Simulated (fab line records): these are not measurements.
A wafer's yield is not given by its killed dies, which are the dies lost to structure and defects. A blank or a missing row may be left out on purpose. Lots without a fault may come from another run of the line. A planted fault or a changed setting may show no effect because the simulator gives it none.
The tool behind it: which one? / flow n5_finfet / 7 lots with 21 wafers sampled at 7 steps, on a route of 1938 steps

== WHAT THE GAUGES SHOWED, per wafer ==
N5_BEOL_M4_RC_MEAS_101.
lot=L923; measured=day 8 12:53; on=prober-02; DIBL_N (mV/V)=35.2 37.0 37.2
lot=L928; measured=day 9 16:45; on=prober-01; DIBL_N (mV/V)=36.4 37.3 35.5
lot=L929; measured=day 10 14:52; on=prober-02; DIBL_N (mV/V)=36.6 37.2 36.1
lot=L932; measured=day 12 03:04; on=prober-02; DIBL_N (mV/V)=35.7 35.0 35.9

== EACH LOT AND THE TOOL THAT RAN IT (in order: tool; ch and the chambers of the sampled wafers; start) ==
lot=L923; N5_GATE_CUT_HM_DEP_46=pecvd-03 ch 0,1,2, day 4 12:26; N5_GATE_CUT_ETCH_36=rie_diel-03 ch 0,1,3, day 4 13:05; N5_GATE_CUT_ETCH_19=rie_diel-03 ch 0,1,3, day 4 13:19; N5_GATE_CUT_CUT_ETCH_53=rie_metal-02 ch 0,1, day 4 13:25; N5_GATE_CUT_CUT_ETCH_54=rie_metal-02 ch 0,1, day 4 13:29; N5_GATE_CUT_STRIP_21=plasma_asher-01 ch 0,1, day 4 13:43
lot=L928; N5_GATE_CUT_HM_DEP_46=pecvd-02 ch 0,1,2, day 5 19:04; N5_GATE_CUT_ETCH_36=rie_diel-01 ch 0,1,2, day 5 19:43; N5_GATE_CUT_ETCH_19=rie_diel-01 ch 0,1,2, day 5 19:56; N5_GATE_CUT_CUT_ETCH_53=rie_metal-03 ch 0,1, day 5 20:04; N5_GATE_CUT_CUT_ETCH_54=rie_metal-03 ch 0,1, day 5 20:08; N5_GATE_CUT_STRIP_21=plasma_asher-02 ch 0,1, day 5 20:22
lot=L929; N5_GATE_CUT_HM_DEP_46=pecvd-01 ch 0,1, day 5 22:23; N5_GATE_CUT_ETCH_36=rie_diel-06 ch 1,2,3, day 5 23:01; N5_GATE_CUT_ETCH_19=rie_diel-06 ch 1,2,3, day 5 23:15; N5_GATE_CUT_CUT_ETCH_53=rie_metal-01 ch 0,1, day 5 23:22; N5_GATE_CUT_CUT_ETCH_54=rie_metal-01 ch 0,1, day 5 23:25; N5_GATE_CUT_STRIP_21=plasma_asher-02 ch 0,1, day 5 23:39
lot=L932; N5_GATE_CUT_HM_DEP_46=pecvd-03 ch 0,1, day 6 21:38; N5_GATE_CUT_ETCH_36=rie_diel-01 ch 1,2, day 6 22:09; N5_GATE_CUT_ETCH_19=rie_diel-01 ch 1,2, day 6 22:23; N5_GATE_CUT_CUT_ETCH_53=rie_metal-03 ch 1, day 6 22:29; N5_GATE_CUT_CUT_ETCH_54=rie_metal-03 ch 1, day 6 22:33; N5_GATE_CUT_STRIP_21=plasma_asher-01 ch 0,1, day 6 22:47
lot=L942; N5_GATE_CUT_HM_DEP_46=pecvd-03 ch 0,1,2, day 9 04:01; N5_GATE_CUT_ETCH_36=rie_diel-01 ch 0,3, day 9 04:39; N5_GATE_CUT_ETCH_19=rie_diel-01 ch 0,3, day 9 04:53; N5_GATE_CUT_CUT_ETCH_53=rie_metal-02 ch 0,1, day 9 05:01; N5_GATE_CUT_CUT_ETCH_54=rie_metal-02 ch 0,1, day 9 05:04; N5_GATE_CUT_STRIP_21=plasma_asher-02 ch 0,1, day 9 05:18
lot=L943; N5_GATE_CUT_HM_DEP_46=pecvd-01 ch 0,1,2, day 9 11:32; N5_GATE_CUT_ETCH_36=rie_diel-01 ch 1,2,3, day 9 12:10; N5_GATE_CUT_ETCH_19=rie_diel-01 ch 1,2,3, day 9 12:24; N5_GATE_CUT_CUT_ETCH_53=rie_metal-03 ch 0,1, day 9 12:30; N5_GATE_CUT_CUT_ETCH_54=rie_metal-03 ch 0,1, day 9 12:34; N5_GATE_CUT_STRIP_21=plasma_asher-01 ch 0,1, day 9 12:47
lot=L944; N5_GATE_CUT_HM_DEP_46=pecvd-01 ch 0,1,2, day 9 16:06; N5_GATE_CUT_ETCH_36=rie_diel-03 ch 0,1,3, day 9 16:56; N5_GATE_CUT_ETCH_19=rie_diel-03 ch 0,1,3, day 9 17:10; N5_GATE_CUT_CUT_ETCH_53=rie_metal-02 ch 1, day 9 17:17; N5_GATE_CUT_CUT_ETCH_54=rie_metal-02 ch 1, day 9 17:25; N5_GATE_CUT_STRIP_21=plasma_asher-02 ch 0,1, day 9 17:50
- N5_GATE_CUT_HM_DEP_46: deposits SiO2 from TEOS/O2, target thk 130 nm, time 26.6 s.
- N5_GATE_CUT_ETCH_36: etches SiARC in CF4, target depth 13 nm, time 21.7 s.
- N5_GATE_CUT_ETCH_19: etches SiNx in CH3F/O2, target depth 53.7 nm, time 76.7 s.
- N5_GATE_CUT_CUT_ETCH_53: etches W in SF6/Cl2, target depth 79.2 nm.
- N5_GATE_CUT_CUT_ETCH_54: etches TiN in Cl2/BCl3, target depth 96.7 nm.
- N5_GATE_CUT_STRIP_21: strips in N2/H2, time 30 s.

== THE ANSWER, worked out from the rows above alone ==
Rule: the usual values come from the lots themselves. Put in order of their means at a reading, lots are off if they are a third of the lots or fewer, leave a main group of 4 or more, and stand apart from it by a gap of 3 or more times the standard deviation of the main group's means; of several such gaps the widest counts. Not used: any main group whose means are identical at the precision the tables above print for the reading. Also off: a lot with no number at a reading for which 4 or more lots have one. All remaining lots with rows at the step are treated as sound.
None of the lots is off at any reading shown; this tells nothing.

== WHAT THE SIMULATOR HAD INSERTED ==
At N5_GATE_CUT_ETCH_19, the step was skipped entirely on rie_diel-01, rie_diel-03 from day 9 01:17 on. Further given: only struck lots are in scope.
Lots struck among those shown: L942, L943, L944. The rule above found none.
